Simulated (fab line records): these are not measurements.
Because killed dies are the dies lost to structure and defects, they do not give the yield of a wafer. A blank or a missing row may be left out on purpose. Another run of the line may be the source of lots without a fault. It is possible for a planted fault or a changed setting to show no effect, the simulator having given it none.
Matching of chambers || flow n5Finfet || uvCure-01 running N5_BEOL_M5_CURE_80: 3 sister chambers
The step cures SiCOH lowk, time 120 s. 6 wafers are shown with their chamber, then 9 later ones without.

## WAFERS, EACH WITH ITS CHAMBER
{"wafer": "L077.3", "chamber": 0, "wafer_temp_C_max": 371.6, "lampPowerPct (%)": 52.40}
{"wafer": "L077.5", "chamber": 0, "wafer_temp_C_max": 372.0, "lampPowerPct (%)": 52.29}
{"wafer": "L088.3", "chamber": 1, "wafer_temp_C_max": 371.3, "lampPowerPct (%)": 52.32}
{"wafer": "L088.5", "chamber": 1, "wafer_temp_C_max": 370.6, "lampPowerPct (%)": 52.36}
{"wafer": "L089.4", "chamber": 2, "wafer_temp_C_max": 372.1, "lampPowerPct (%)": 52.29}
{"wafer": "L089.6", "chamber": 2, "wafer_temp_C_max": 372.2, "lampPowerPct (%)": 52.30}

## WAFERS WHOSE CHAMBER IS MISSING
{"wafer": "L091.2", "wafer_temp_C_max": 371.3, "lampPowerPct (%)": 52.37}
{"wafer": "L091.4", "wafer_temp_C_max": 372.3, "lampPowerPct (%)": 52.30}
{"wafer": "L091.6", "wafer_temp_C_max": 371.0, "lampPowerPct (%)": 52.27}
{"wafer": "L092.2", "wafer_temp_C_max": 372.4, "lampPowerPct (%)": 52.27}
{"wafer": "L092.5", "wafer_temp_C_max": 372.0, "lampPowerPct (%)": 52.40}
{"wafer": "L092.6", "wafer_temp_C_max": 373.0, "lampPowerPct (%)": 52.35}
{"wafer": "L096.1", "wafer_temp_C_max": 371.5, "lampPowerPct (%)": 52.37}
{"wafer": "L096.2", "wafer_temp_C_max": 371.9, "lampPowerPct (%)": 52.22}
{"wafer": "L096.3", "wafer_temp_C_max": 371.5, "lampPowerPct (%)": 52.36}

## EACH ONE'S CHAMBER
{"wafer": "L091.2", "from the rows above": "can't be placed: 1 or 0 or 2", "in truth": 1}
{"wafer": "L091.4", "from the rows above": "can't be placed: 2 or 0", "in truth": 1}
{"wafer": "L091.6", "from the rows above": "can't be placed: 1 or 0", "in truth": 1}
{"wafer": "L092.2", "from the rows above": "can't be placed: 2 or 0", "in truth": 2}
{"wafer": "L092.5", "from the rows above": "can't be placed: 0 or 2", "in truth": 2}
{"wafer": "L092.6", "from the rows above": "can't be placed: 2 or 0", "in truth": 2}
{"wafer": "L096.1", "from the rows above": "can't be placed: 0 or 1 or 2", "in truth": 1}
{"wafer": "L096.2", "from the rows above": "can't be placed: 2 or 0", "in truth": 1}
{"wafer": "L096.3", "from the rows above": "can't be placed: 0 or 1 or 2", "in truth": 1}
Correctly placed: 0 of 9. Cannot be placed on the basis of these rows: 9; the candidates contain the true chamber in 7. 0 placed wrongly.
How it was worked out, from the rows above alone: a wafer's distance from a chamber is the root of the sum, over the readings, of the square of ((its reading less the chamber's mean) divided by the reading's scatter). If the next closest chamber is less than 2 further off than the closest, the wafer can't be placed; otherwise it belongs to the closest. A chamber's mean is the mean of its shown wafers. The scatter: the root of (the sum of the squares of (reading less its chamber's mean) over the shown wafers, divided by (wafers less chambers)).
